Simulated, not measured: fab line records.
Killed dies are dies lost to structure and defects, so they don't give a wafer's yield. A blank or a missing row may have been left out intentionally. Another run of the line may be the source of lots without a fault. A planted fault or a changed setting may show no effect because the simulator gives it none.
fab line records ; flow n5Finfet
record lots=7; wafers=21
route steps=1938 shown BEOL_M5@1123 BEOL_M6@1233 BEOL_M7@1289
startH: start of the lot's first displayed wafer, in hours after the record's first day ; waitH: hours from the lot's prior step to this one ; " the same as in the row above ; L1.1+2: a row that stands for several wafers ; - either no value or no given start ; * or withheld: withheld ; < > ~ a bound
route shown NAME@n: a module of which the file shows steps, and the number in the route of the first ; usual: mean and standard deviation over wafers with no fault ; same: alike in all rows ; chamber/n: place in a boat ; sites: readings site by site ; _std_site: standard deviation of those values ; _edge_site: outer sites' mean less inner sites' ; radiusMm: how far each site lies from the wafer's centre ; mask NAME#n: copy n ; behind: tool/chamber where the wafer was last shaped ; hold: why the lot went on hold/how many hours it stayed there/how the hold came to an end ; device: the transistor (n, p or np) that didn't switch ; end of line: tests of these same wafers at the route's end ; for a step that has no rows: nothing shown but its recipe ; killed: dies lost to structure and defects at the first sort, not the wafer's yield ; map: dies across one wafer; x = killed, . = not, _ = none there
set.NAME: the setting the step ran with; set.NAME@STEP: the setting that earlier step ran with ; model.NAME: the simulator's own value behind a step, which no gauge read
lots with deliberately changed settings; one table per step, one row per wafer
## steps
# step N5_BEOL_M5_EXPOSE_08
# recipe maskId=M5; na=0.33; sourceShape=annular; sigmaInner=0.4; sigmaOuter=0.8; polarization=unpolarized; targetCdNm=28; doseMj=35.75
lot.wafer;tool;chamber;startH;waitH;mask;set.doseMj
L076.2+6;euvScanner-01;0;184.96;-;M5#0;34.45
L076.4;euvScanner-01;0;184.96;-;M5#0;35.75
L082.1+2;euvScanner-01;0;221.70;-;M5#0;35.75
L082.4;euvScanner-01;0;221.70;-;M5#0;36.49
L085.2;euvScanner-01;0;246.85;-;M5#0;35.75
L085.3+5;euvScanner-01;0;246.85;-;M5#0;38.26
L090.1+2;euvScanner-01;0;273.65;-;M5#0;35.75
L090.6;euvScanner-01;0;273.65;-;M5#0;37.57
L091.1+4+5;euvScanner-01;0;277.30;-;M5#0;35.75
L095.4+5+6;euvScanner-01;0;312.39;-;M5#0;35.75
L096.3+5+6;euvScanner-01;0;315.48;-;M5#0;35.75
# step N5_BEOL_M5_PEB_09
# recipe pebTempC=100; pebTimeS=60; resist=CAR-EUV
# step N5_BEOL_M5_DEVELOP_10
# recipe developTimeS=30; developer=TMAH; resist=CAR-EUV; rinseLiquid=surfactantRinse; dry=airSpin; devTempC=23
# step N5_BEOL_M5_DESCUM_16
# recipe chemistry=O2; timeS=7; sourcePowerW=50; biasPowerW=20; pressureMtorr=20; rfFrequencyHz=2.712e+07; tempC=40; resist=CAR-EUV; o2FlowSccm=225
lot.wafer;tool;chamber;startH;waitH;set.doseMj@BEOL_M5_EXPOSE_08;model.BEOL_M5.cdNm
L076.2;rieDiel-01;3;185.20;0.0;34.45;27.6
L076.4;rieDiel-01;1;185.20;0.0;35.75;28
L076.6;rieDiel-01;2;185.20;0.0;34.45;27.2
L082.1+2;rieDiel-06;3,2;221.96;0.0;35.75;28.2
L082.4;rieDiel-06;2;221.96;0.0;36.49;28.8
L085.2;rieDiel-01;0;247.09;0.0;35.75;28.4
L085.3;rieDiel-01;1;247.09;0.0;38.26;30
L085.5;rieDiel-01;0;247.09;0.0;38.26;29.8
L090.1+2;rieDiel-01;3,1;273.90;0.0;35.75;28.4
L090.6;rieDiel-01;0;273.90;0.0;37.57;29.6
L091.1+5;rieDiel-01;1,0;277.55;0.0;35.75;28.4
L091.4;rieDiel-01;2;277.55;0.0;35.75;28.2
L095.4+5;rieDiel-02;1,0;312.62;0.0;35.75;28
L095.6;rieDiel-02;3;312.62;0.0;35.75;28.2
L096.3+5;rieDiel-06;3,2;315.73;0.0;35.75;28.2
L096.6;rieDiel-06;3;315.73;0.0;35.75;28
# step N5_BEOL_M5_ETCH_72
# recipe chemistry=N2/H2; target=underlayer; targetDepthA=65; maskMaterial=CAR-EUV; timeS=5.2; ionEnergyEv=200; pressureMtorr=30; sourceW=840; biasW=150; n2FlowSccm=200; h2FlowSccm=200; ends=cleared
lot.wafer;tool;chamber;startH;waitH;set.spinRpm@BEOL_M5_COAT_71;set.doseMj@BEOL_M5_EXPOSE_08;model.BEOL_M5.cdNm;model.etch.depthNm
L076.2;rieDiel-01;3;185.24;0.0;1564;34.45;27.6;4.892
L076.4;rieDiel-01;1;185.24;0.0;1500;35.75;28;4.998
L076.6;rieDiel-01;2;185.24;0.0;1500;34.45;27.2;5.004
L082.1;rieDiel-06;3;221.99;0.0;1576;35.75;28.2;4.898
L082.2;rieDiel-06;2;221.99;0.0;1500;35.75;28.2;5.02
L082.4;rieDiel-06;2;221.99;0.0;1500;36.49;28.6;5.008
L085.2;rieDiel-01;0;247.13;0.0;1500;35.75;28.4;4.987
L085.3;rieDiel-01;1;247.13;0.0;1500;38.26;29.8;4.975
L085.5;rieDiel-01;0;247.13;0.0;1500;38.26;29.8;4.974
L090.1;rieDiel-01;3;273.93;0.0;1500;35.75;28.4;4.987
L090.2;rieDiel-01;1;273.93;0.0;1500;35.75;28.4;4.984
L090.6;rieDiel-01;0;273.93;0.0;1500;37.57;29.6;4.996
L091.1;rieDiel-01;1;277.59;0.0;1451;35.75;28.4;5.093
L091.4;rieDiel-01;2;277.59;0.0;1451;35.75;28.2;5.102
L091.5;rieDiel-01;0;277.59;0.0;1500;35.75;28.4;5.03
L095.4;rieDiel-02;1;312.65;0.0;1500;35.75;28.2;5.011
L095.5;rieDiel-02;0;312.65;0.0;1592;35.75;28;4.852
L095.6;rieDiel-02;3;312.65;0.0;1592;35.75;28.4;4.841
L096.3;rieDiel-06;3;315.76;0.0;1500;35.75;28.2;4.992
L096.5;rieDiel-06;2;315.76;0.0;1500;35.75;28.2;4.987
L096.6;rieDiel-06;3;315.76;0.0;1500;35.75;28.2;4.995
# step N5_BEOL_M5_ETCH_61
# recipe chemistry=CF4; target=SiARC; targetDepthA=156; maskMaterial=CAR-EUV; timeS=26; ionEnergyEv=80; pressureMtorr=40; sourceW=545; biasW=36; Ar_flow_sccm=100; cf4FlowSccm=100; ends=cleared
lot.wafer;tool;chamber;startH;waitH;set.doseMj@BEOL_M5_EXPOSE_08;model.BEOL_M5.cdNm
L076.2;rieDiel-01;3;185.25;0.0;34.45;27.6
L076.4;rieDiel-01;1;185.25;0.0;35.75;28.2
L076.6;rieDiel-01;2;185.25;0.0;34.45;27.4
L082.1+2;rieDiel-06;3,2;222.01;0.0;35.75;28.2
L082.4;rieDiel-06;2;222.01;0.0;36.49;28.8
L085.2;rieDiel-01;0;247.14;0.0;35.75;28.4
L085.3+5;rieDiel-01;1,0;247.14;0.0;38.26;29.8
L090.1+2;rieDiel-01;3,1;273.95;0.0;35.75;28.4
L090.6;rieDiel-01;0;273.95;0.0;37.57;29.6
L091.1;rieDiel-01;1;277.60;0.0;35.75;28.4
L091.4;rieDiel-01;2;277.60;0.0;35.75;28.2
L091.5;rieDiel-01;0;277.60;0.0;35.75;28.6
L095.4;rieDiel-02;1;312.67;0.0;35.75;28.2
L095.5;rieDiel-02;0;312.67;0.0;35.75;28
L095.6;rieDiel-02;3;312.67;0.0;35.75;28.4
L096.3+5+6;rieDiel-06;3,2,3;315.78;0.0;35.75;28.2
# step N5_BEOL_M5_TRENCH_ETCH_37
# recipe chemistry=C4F6/O2; targetDepthA=716.52; target=SiCOH_lowk; timeS=24.7; ionEnergyEv=250; pressureMtorr=30; sourceW=345; biasW=185; Ar_flow_sccm=300; C4F6_flow_sccm=10; O2_flow_sccm=10
# usual rfVppV=662/9
lot.wafer;tool;chamber;startH;waitH;set.sourceW;rfVppV;model.BEOL_M5.featureDepthNm;model.etch.depthNm
L076.2;rieDiel-02;3;-;-;304.6;691;65.6;65.53
L076.4;rieDiel-02;1;-;-;345;645;71.6;71.59
L076.6;rieDiel-02;0;-;-;304.6;710;68.4;68.49
L082.1;rieDiel-06;2;-;-;345;668;71.6;71.53
L082.2;rieDiel-06;0;-;-;386.3;618;76.4;76.36
L082.4;rieDiel-06;3;-;-;386.3;628;77.4;77.36
L085.2;rieDiel-02;2;-;-;345;657;69.4;69.32
L085.3;rieDiel-02;1;-;-;345;645;70.8;70.8
L085.5;rieDiel-02;2;-;-;345;657;70.2;70.18
L090.1;rieDiel-06;3;-;-;381.8;632;77.6;77.57
L090.2;rieDiel-06;2;-;-;345;668;71.8;71.77
L090.6;rieDiel-06;3;-;-;345;665;74.2;74.21
L091.1;rieDiel-01;3;-;-;303.7;704;67.4;67.42
L091.4;rieDiel-01;0;-;-;345;670;72.4;72.31
L091.5;rieDiel-01;3;-;-;303.7;702;66.8;66.85
L096.3;rieDiel-06;1;-;-;345;673;72.6;72.58
L096.5;rieDiel-06;3;-;-;345;662;73.6;73.6
L096.6;rieDiel-06;0;-;-;345;655;72.6;72.65
L095.4;rieDiel-01;3;-;-;365.8;639;71.8;71.84
L095.5;rieDiel-01;0;-;-;365.8;651;73.8;73.74
L095.6;rieDiel-01;1;-;-;365.8;653;72.4;72.44
# step N5_BEOL_M5_ETCH_41
# recipe chemistry=CH3F/O2; target=SiCN; targetDepthA=315; taperDeg=2; timeS=56.7; ionEnergyEv=120; maskMaterial=TiN; pressureMtorr=30; sourceW=395; biasW=75; Ar_flow_sccm=150; CH3F_flow_sccm=30; O2_flow_sccm=20
# usual rfVppV=297.3/1.5
lot.wafer;tool;chamber;startH;waitH;set.sourceW;rfVppV
L076.2;rieDiel-02;3;-;-;395;297.3
L076.4;rieDiel-02;1;-;-;395;295.8
L076.6;rieDiel-02;0;-;-;395;294.5
L082.1;rieDiel-06;2;-;-;395;298.4
L082.2;rieDiel-06;0;-;-;395;297.3
L082.4;rieDiel-06;3;-;-;395;297.2
L085.2;rieDiel-02;2;-;-;395;298.0
L085.3;rieDiel-02;1;-;-;395;295.6
L085.5;rieDiel-02;2;-;-;395;298.9
L090.1;rieDiel-06;3;-;-;395;299.1
L090.2;rieDiel-06;2;-;-;456.8;284.3
L090.6;rieDiel-06;3;-;-;456.8;285.3
L091.1;rieDiel-01;3;-;-;371.9;306.0
L091.4;rieDiel-01;0;-;-;395;297.4
L091.5;rieDiel-01;3;-;-;371.9;305.2
L096.3;rieDiel-06;1;-;-;395;296.2
L096.5;rieDiel-06;3;-;-;395;296.8
L096.6;rieDiel-06;0;-;-;395;296.0
L095.4;rieDiel-01;3;-;-;356.5;307.5
L095.5;rieDiel-01;0;-;-;356.5;307.3
L095.6;rieDiel-01;1;-;-;395;296.3
# step N5_BEOL_M5_STRIP_91
# recipe chemistry=N2/H2; timeS=10; powerW=450; tempC=40; pressureMtorr=20; rfFrequencyHz=6e+07; biasPowerW=7; n2FlowSccm=200; h2FlowSccm=200
# step N5_BEOL_M5_OCD_MEAS_38
# usual trenchDepthNm=71.5/1.3
lot.wafer;tool;chamber;startH;waitH;set.sourceW@BEOL_M5_TRENCH_ETCH_37;trenchDepthNm
L076.2;ocd-01;-;188.29;-;304.6;65.7
L076.4;ocd-01;-;188.29;-;345;71.1
L076.6;ocd-01;-;188.29;-;304.6;68.2
L082.1;ocd-02;-;225.20;-;345;71.7
L082.2;ocd-02;-;225.20;-;386.3;76.3
L082.4;ocd-02;-;225.20;-;386.3;77.0
L085.2;ocd-01;-;248.49;-;345;69.0
L085.3;ocd-01;-;248.49;-;345;70.6
L085.5;ocd-01;-;248.49;-;345;69.8
L090.1;ocd-01;-;276.35;-;381.8;77.9
L090.2;ocd-01;-;276.35;-;345;71.8
L090.6;ocd-01;-;276.35;-;345;74.8
L091.1;ocd-02;-;281.33;-;303.7;67.3
L091.4;ocd-02;-;281.33;-;345;71.8
L091.5;ocd-02;-;281.33;-;303.7;66.8
L096.3;ocd-01;-;317.88;-;345;72.6
L096.5;ocd-01;-;317.88;-;345;73.4
L096.6;ocd-01;-;317.88;-;345;71.8
L095.4;ocd-01;-;324.43;-;365.8;72.1
L095.5;ocd-01;-;324.43;-;365.8;73.8
L095.6;ocd-01;-;324.43;-;365.8;72.4
# step N5_BEOL_M5_HM_STRIP_39
# recipe chemistry=peroxideTinStrip; material=TiN; targetDepthA=250; tempC=50; timeS=158
# step N5_BEOL_M5_SRD_40
# recipe timeS=30; tempC=23; rinseLiquid=diw; dry=ipaMarangoni
# step N5_BEOL_M5_ECD_50
# recipe material=Cu; targetThkA=3000
# step N5_BEOL_M5_ANNEAL_51
# recipe tempC=225; timeS=90; ambient=N2
# step N5_BEOL_M5_CMP_52
# recipe stopOn=SiCOH_lowk; tOverpolishS=6.9; downForcePsi=1; platenRpm=50; clearingPlatenDownForcePsi=1.5; clearingPlatenRpm=50; postCmpClean=cuAlkaline; targetThkNm=62; clearingPlatenPadVelocityMS=0.99484; padVelocityMS=0.99484
lot.wafer;tool;chamber;startH;waitH;set.sourceW@BEOL_M5_TRENCH_ETCH_37;model.Cu_of_BEOL_M5_ECD_50.thkNm
L076.2;cmp-01;1;194.44;0.2;304.6;56
L076.4;cmp-01;3;194.44;0.2;345;63
L076.6;cmp-01;2;194.44;0.2;304.6;59.8
L082.1;cmp-03;2;232.34;0.3;345;62.8
L082.4;cmp-03;0;232.34;0.3;386.3;70.6
L082.2;cmp-03;1;232.34;0.3;386.3;67
L085.3;cmp-04;1;254.61;0.2;345;58.8
L085.2;cmp-04;2;254.61;0.2;345;58.4
L085.5;cmp-04;0;254.61;0.2;345;58.2
L090.1;cmp-01;2;284.39;0.3;381.8;69.4
L090.2;cmp-01;0;284.39;0.3;345;62
L090.6;cmp-01;2;284.39;0.3;345;66
L091.4;cmp-03;0;288.77;0.1;345;65.4
L091.1;cmp-03;1;288.77;0.1;303.7;59.2
L091.5;cmp-03;0;288.77;0.1;303.7;59.6
L096.3;cmp-03;0;323.89;0.2;345;63.4
L096.6;cmp-03;0;323.89;0.2;345;63.6
L096.5;cmp-03;1;323.89;0.2;345;64.2
L095.4;cmp-01;1;330.75;0.5;365.8;64
L095.6;cmp-01;1;330.75;0.5;365.8;65.2
L095.5;cmp-01;2;330.75;0.5;365.8;66.8
# step N5_BEOL_M6_ETCH_66
# recipe chemistry=N2/H2; target=SOC; targetDepthA=800; overetchA=160; maskMaterial=SiARC; tempC=40; timeS=120; ionEnergyEv=200; pressureMtorr=30; sourceW=840; biasW=150; n2FlowSccm=200; h2FlowSccm=200
# usual rfVppV=524.1/2.5
lot.wafer;tool;chamber;startH;waitH;set.biasW;rfVppV;model.SiARC_of_BEOL_M6_COAT_64.thkNm
L076.2;rieDiel-03;1;201.53;0.0;150;523.8;6.4
L076.4;rieDiel-03;1;201.53;0.0;150;525.5;6.4
L076.6;rieDiel-03;0;201.53;0.0;150;524.6;6.6
L082.1;rieDiel-04;2;237.20;0.0;150;520.2;6.4
L082.2;rieDiel-04;0;237.20;0.0;150;524.2;6.4
L082.4;rieDiel-04;1;237.20;0.0;162.4;552.6;5.8
L085.2;rieDiel-03;1;258.28;0.0;168;562.8;5.6
L085.3;rieDiel-03;0;258.28;0.0;150;525.2;6.6
L085.5;rieDiel-03;2;258.28;0.0;168;569.1;5.8
L090.1;rieDiel-03;1;290.57;0.0;150;524.0;6.4
L090.2;rieDiel-03;0;290.57;0.0;150;526.0;6.4
L090.6;rieDiel-03;0;290.57;0.0;133.2;487.8;7.2
L091.1;rieDiel-04;3;292.52;0.0;150;525.2;6.2
L091.4;rieDiel-04;0;292.52;0.0;150;525.4;6.4
L091.5;rieDiel-04;0;292.52;0.0;150;526.0;6.4
L096.3;rieDiel-05;1;329.27;0.0;150;528.7;6.4
L096.5;rieDiel-05;0;329.27;0.0;150;526.6;6.4
L096.6;rieDiel-05;3;329.27;0.0;150;522.4;6
L095.4;rieDiel-04;0;339.66;0.0;150;524.1;6.4
L095.5;rieDiel-04;0;339.66;0.0;150;526.0;6.4
L095.6;rieDiel-04;1;339.66;0.0;150;523.6;6.2
# step N5_BEOL_M6_VIA_ETCH_34
# recipe chemistry=C4F6/O2; target=SiCOH_lowk; targetDepthA=1263; maskMaterial=SOC; taperDeg=4; timeS=50.9; ionEnergyEv=250; pressureMtorr=30; sourceW=345; biasW=185; Ar_flow_sccm=300; C4F6_flow_sccm=10; O2_flow_sccm=10
lot.wafer;tool;chamber;startH;waitH;set.timeS;model.etch.depthNm;model.SOC_of_BEOL_M6_COAT_63.thkNm
L076.2;rieDiel-03;1;201.63;0.0;40.11;100.6;55.2
L076.4;rieDiel-03;1;201.63;0.0;40.11;99.67;55.2
L076.6;rieDiel-03;0;201.63;0.0;50.9;122.4;54
L082.1;rieDiel-04;2;237.30;0.0;55.78;135.3;53.4
L082.2;rieDiel-04;0;237.30;0.0;50.9;127;53.8
L082.4;rieDiel-04;1;237.30;0.0;55.78;140.3;53.2
L085.2;rieDiel-03;1;258.38;0.0;50.9;124;54.4
L085.3;rieDiel-03;0;258.38;0.0;50.9;121.6;54.4
L085.5;rieDiel-03;2;258.38;0.0;50.9;124.5;54.2
L090.1;rieDiel-03;1;290.67;0.0;44.43;110.3;55
L090.2;rieDiel-03;0;290.67;0.0;50.9;126.7;54
L090.6;rieDiel-03;0;290.67;0.0;50.9;127.6;53.8
L091.1;rieDiel-04;3;292.62;0.0;50.9;128.8;54
L091.4;rieDiel-04;0;292.62;0.0;46.04;117.2;54.6
L091.5;rieDiel-04;0;292.62;0.0;46.04;116.5;54.6
L096.3;rieDiel-05;1;329.37;0.0;50.9;126.5;54
L096.5;rieDiel-05;0;329.37;0.0;50.9;124.9;54
L096.6;rieDiel-05;3;329.37;0.0;50.9;130.8;53.4
L095.4;rieDiel-04;0;339.76;0.0;50.9;128.6;53.6
L095.5;rieDiel-04;0;339.76;0.0;50.9;129.3;53.6
L095.6;rieDiel-04;1;339.76;0.0;50.9;128.4;53.8
# step N5_BEOL_M7_COAT_71
# recipe resist=underlayer; tempC=205; timeS=60; spinRpm=1500; resistThkNm=5
lot.wafer;tool;chamber;startH;waitH;set.spinRpm
L076.2+4;lithoTrack-01;0;-;-;1378
L076.6;lithoTrack-01;0;-;-;1500
L082.1+4;lithoTrack-04;0;-;-;1500
L082.2;lithoTrack-04;0;-;-;1443
L085.2+3;lithoTrack-04;0;-;-;1500
L085.5;lithoTrack-04;0;-;-;1622
L090.1+6;lithoTrack-01;0;-;-;1500
L090.2;lithoTrack-01;0;-;-;1576
L091.1;lithoTrack-04;0;-;-;1393
L091.4+5;lithoTrack-04;0;-;-;1500
L096.3+5+6;lithoTrack-01;0;-;-;1500
L095.4+5;lithoTrack-04;0;-;-;1500
L095.6;lithoTrack-04;0;-;-;1652
# step N5_BEOL_M7_DESCUM_33
# recipe chemistry=O2; timeS=7; sourcePowerW=50; biasPowerW=20; pressureMtorr=20; rfFrequencyHz=2.712e+07; tempC=40; resist=CAR-EUV; o2FlowSccm=225
lot.wafer;tool;chamber;startH;waitH;set.timeS;model.CAR-EUV_of_BEOL_M7_COAT_22.thkNm
L076.2+6;rieDiel-01;3,1;211.85;0.1;7.858;25.8
L076.4;rieDiel-01;0;211.85;0.1;7;26.2
L082.1+2;rieDiel-06;0,1;246.29;0.0;7;26
L082.4;rieDiel-06;3;246.29;0.0;6.162;26.4
L085.2;rieDiel-02;1;268.32;0.0;8.149;25.4
L085.3+5;rieDiel-02;0;268.32;0.0;7;26
L090.1+6;rieDiel-01;2;298.89;0.3;7.962;25.6
L090.2;rieDiel-01;0;298.89;0.3;7;26
L091.1+4+5;rieDiel-02;1,3,0;301.72;0.4;7;26.2
L096.3+6;rieDiel-06;3,0;340.87;1.2;7;26.2
L096.5;rieDiel-06;1;340.87;1.2;7;26
L095.4+5;rieDiel-06;1,2;346.58;0.7;8.313;25.4
L095.6;rieDiel-06;3;346.58;0.7;7;26.2
# step N5_BEOL_M7_ETCH_72
# recipe chemistry=N2/H2; target=underlayer; targetDepthA=65; maskMaterial=CAR-EUV; timeS=5.2; ionEnergyEv=200; pressureMtorr=30; sourceW=840; biasW=150; n2FlowSccm=200; h2FlowSccm=200; ends=cleared
lot.wafer;tool;chamber;startH;waitH;set.spinRpm@BEOL_M7_COAT_71;set.timeS@BEOL_M7_DESCUM_33;model.CAR-EUV_of_BEOL_M7_COAT_22.thkNm;model.etch.depthNm
L076.2;rieDiel-01;3;211.89;0.0;1378;7.858;19.8;5.217
L076.4;rieDiel-01;0;211.89;0.0;1378;7;20.2;5.206
L076.6;rieDiel-01;1;211.89;0.0;1500;7.858;20;4.997
L082.1;rieDiel-06;0;246.32;0.0;1500;7;20.2;4.977
L082.2;rieDiel-06;1;246.32;0.0;1443;7;20.2;5.085
L082.4;rieDiel-06;3;246.32;0.0;1500;6.162;20.8;4.997
L085.2;rieDiel-02;1;268.35;0.0;1500;8.149;19.6;4.992
L085.3;rieDiel-02;0;268.35;0.0;1500;7;20.2;5.008
L085.5;rieDiel-02;0;268.35;0.0;1622;7;20.6;4.806
L090.1;rieDiel-01;2;298.93;0.0;1500;7.962;19.8;4.984
L090.2;rieDiel-01;0;298.93;0.0;1576;7;20.4;4.877
L090.6;rieDiel-01;2;298.93;0.0;1500;7.962;19.8;4.989
L091.1;rieDiel-02;1;301.76;0.0;1393;7;20.2;5.194
L091.4;rieDiel-02;3;301.76;0.0;1500;7;20.4;5.003
L091.5;rieDiel-02;0;301.76;0.0;1500;7;20.4;5.015
L096.3;rieDiel-06;3;340.90;0.0;1500;7;20.4;4.996
L096.5;rieDiel-06;1;340.90;0.0;1500;7;20.4;4.988
L096.6;rieDiel-06;0;340.90;0.0;1500;7;20.4;5.005
L095.4;rieDiel-06;1;346.62;0.0;1500;8.313;19.8;4.983
L095.5;rieDiel-06;2;346.62;0.0;1500;8.313;19.8;5.001
L095.6;rieDiel-06;3;346.62;0.0;1652;7;20.8;4.753
# step N5_BEOL_M7_ETCH_65
# recipe chemistry=CF4; target=SiARC; targetDepthA=156; maskMaterial=CAR-EUV; timeS=26; ionEnergyEv=80; pressureMtorr=40; sourceW=545; biasW=36; Ar_flow_sccm=100; cf4FlowSccm=100; ends=cleared
lot.wafer;tool;chamber;startH;waitH;set.spinRpm@BEOL_M7_COAT_71;set.timeS@BEOL_M7_DESCUM_33;model.CAR-EUV_of_BEOL_M7_COAT_22.thkNm
L076.2;rieDiel-01;3;211.91;0.0;1378;7.858;10.6
L076.4;rieDiel-01;0;211.91;0.0;1378;7;11
L076.6;rieDiel-01;1;211.91;0.0;1500;7.858;10.8
L082.1;rieDiel-06;0;246.34;0.0;1500;7;11
L082.2;rieDiel-06;1;246.34;0.0;1443;7;11
L082.4;rieDiel-06;3;246.34;0.0;1500;6.162;11.6
L085.2;rieDiel-02;1;268.37;0.0;1500;8.149;10.4
L085.3;rieDiel-02;0;268.37;0.0;1500;7;11.2
L085.5;rieDiel-02;0;268.37;0.0;1622;7;11.4
L090.1+6;rieDiel-01;2;298.94;0.0;1500;7.962;10.6
L090.2;rieDiel-01;0;298.94;0.0;1576;7;11.4
L091.1;rieDiel-02;1;301.77;0.0;1393;7;10.8
L091.4+5;rieDiel-02;3,0;301.77;0.0;1500;7;11.2
L096.3+5+6;rieDiel-06;3,1,0;340.92;0.0;1500;7;11.2
L095.4;rieDiel-06;1;346.63;0.0;1500;8.313;10.4
L095.5;rieDiel-06;2;346.63;0.0;1500;8.313;10.6
L095.6;rieDiel-06;3;346.63;0.0;1652;7;11.6
## key
split step=N5_BEOL_M5_EXPOSE_08; setting=doseMj; stated=35.75; by=wafer
response step=N5_BEOL_M5_DESCUM_16; reading=model.BEOL_M5.cdNm; change=+0.216; per=1%; r=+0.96
response step=N5_BEOL_M5_ETCH_72; reading=model.BEOL_M5.cdNm; change=+0.204; per=1%; r=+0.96
response step=N5_BEOL_M5_ETCH_61; reading=model.BEOL_M5.cdNm; change=+0.213; per=1%; r=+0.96
split step=N5_BEOL_M5_TRENCH_ETCH_37; setting=sourceW; stated=345; by=wafer
response step=N5_BEOL_M5_TRENCH_ETCH_37; reading=rfVppV; change=-3.62; per=1%; r=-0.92
response step=N5_BEOL_M5_TRENCH_ETCH_37; reading=model.BEOL_M5.featureDepthNm; change=+0.428; per=1%; r=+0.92
response step=N5_BEOL_M5_TRENCH_ETCH_37; reading=model.etch.depthNm; change=+0.425; per=1%; r=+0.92
response step=N5_BEOL_M5_OCD_MEAS_38; reading=trenchDepthNm; change=+0.398; per=1%; r=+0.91
response step=N5_BEOL_M5_CMP_52; reading=model.Cu_of_BEOL_M5_ECD_50.thkNm; change=+0.486; per=1%; r=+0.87
split step=N5_BEOL_M5_ETCH_41; setting=sourceW; stated=395; by=wafer
response step=N5_BEOL_M5_ETCH_41; reading=rfVppV; change=-1.02; per=1%; r=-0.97
split step=N5_BEOL_M6_ETCH_66; setting=biasW; stated=150; by=wafer
response step=N5_BEOL_M6_ETCH_66; reading=rfVppV; change=+3.42; per=1%; r=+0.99
response step=N5_BEOL_M6_ETCH_66; reading=model.SiARC_of_BEOL_M6_COAT_64.thkNm; change=-0.0732; per=1%; r=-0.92
split step=N5_BEOL_M6_VIA_ETCH_34; setting=timeS; stated=50.9; by=wafer
response step=N5_BEOL_M6_VIA_ETCH_34; reading=model.etch.depthNm; change=+1.14; per=1%; r=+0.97
response step=N5_BEOL_M6_VIA_ETCH_34; reading=model.SOC_of_BEOL_M6_COAT_63.thkNm; change=-0.0629; per=1%; r=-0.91
split step=N5_BEOL_M7_COAT_71; setting=spinRpm; stated=1500; by=wafer
response step=N5_BEOL_M7_ETCH_72; reading=model.etch.depthNm; change=-0.0245; per=1%; r=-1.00
response step=N5_BEOL_M7_ETCH_72; reading=model.CAR-EUV_of_BEOL_M7_COAT_22.thkNm; slope=+0.0311; per=1%; togetherWith=timeS@BEOL_M7_DESCUM_33; explained=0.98
response step=N5_BEOL_M7_ETCH_65; reading=model.CAR-EUV_of_BEOL_M7_COAT_22.thkNm; slope=+0.0349; per=1%; togetherWith=timeS@BEOL_M7_DESCUM_33; explained=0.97
split step=N5_BEOL_M7_DESCUM_33; setting=timeS; stated=7; by=wafer
response step=N5_BEOL_M7_DESCUM_33; reading=model.CAR-EUV_of_BEOL_M7_COAT_22.thkNm; change=-0.0363; per=1%; r=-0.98
response step=N5_BEOL_M7_ETCH_72; reading=model.CAR-EUV_of_BEOL_M7_COAT_22.thkNm; change=-0.0462; per=1%; r=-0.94
response step=N5_BEOL_M7_ETCH_65; reading=model.CAR-EUV_of_BEOL_M7_COAT_22.thkNm; change=-0.0519; per=1%; r=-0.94
split outsideThisFile step=N5_BEOL_M5_COAT_71 setting=spinRpm
# split outsideThisFile: this setting was split too, and the file shows its column; the key of that split is in another file
